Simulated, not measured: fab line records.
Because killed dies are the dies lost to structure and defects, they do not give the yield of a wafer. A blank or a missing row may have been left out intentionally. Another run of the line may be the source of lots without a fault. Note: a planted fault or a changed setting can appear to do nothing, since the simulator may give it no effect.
Matching of chambers + flow nand_harc + ald_metal-04 running NHARC_A_WL_FILL_ALD_19: 4 sister chambers
The step deposits TiN, target thk 2 nm, pulse time 3 s, ald cycles 100. 4 wafers are shown with their chamber, then 10 later ones without.

== WAFERS WITH THEIR CHAMBER ==
| wafer  | chamber | heater_power_outer_w (W) |
|--------|---------|--------------------------|
| L088.1 | 1       | 719                      |
| L088.3 | 0       | 741                      |
| L089.2 | 2       | 651                      |
| L089.4 | 3       | 644                      |

== WAFERS WHOSE CHAMBER IS MISSING ==
| wafer  | heater_power_outer_w (W) |
|--------|--------------------------|
| L089.6 | 651                      |
| L096.1 | 688                      |
| L096.5 | 656                      |
| L096.6 | 672                      |
| L093.2 | 707                      |
| L093.3 | 648                      |
| L093.5 | 727                      |
| L095.1 | 668                      |
| L095.4 | 662                      |
| L095.6 | 692                      |

== EACH ONE'S CHAMBER ==
| wafer  | from the rows above               | in truth |
|--------|-----------------------------------|----------|
| L089.6 | can't be placed: 2 or 3           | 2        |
| L096.1 | can't be placed: 1 or 2 or 3 or 0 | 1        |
| L096.5 | can't be placed: 2 or 3           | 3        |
| L096.6 | can't be placed: 2 or 3 or 1      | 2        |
| L093.2 | can't be placed: 1 or 0           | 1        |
| L093.3 | can't be placed: 2 or 3           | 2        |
| L093.5 | can't be placed: 1 or 0           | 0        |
| L095.1 | can't be placed: 2 or 3           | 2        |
| L095.4 | can't be placed: 2 or 3           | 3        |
| L095.6 | can't be placed: 1 or 2 or 3 or 0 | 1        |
0 of 10 placed correctly. Not placeable from these rows: 10 (in 10, the candidates include the true chamber). 0 placed wrongly.
How it was worked out, from the rows above alone: a wafer's distance from a chamber is the root of the sum, over the readings, of the square of ((its reading less the chamber's mean) divided by the reading's scatter). The wafer belongs to the nearest chamber; if the next one is less than 2 further off, it can't be placed. The mean given for a chamber averages the wafers shown for that chamber. The scatter: with one shown wafer a chamber, the root of the mean of the squares of how far each hidden wafer lies from its nearest shown one.
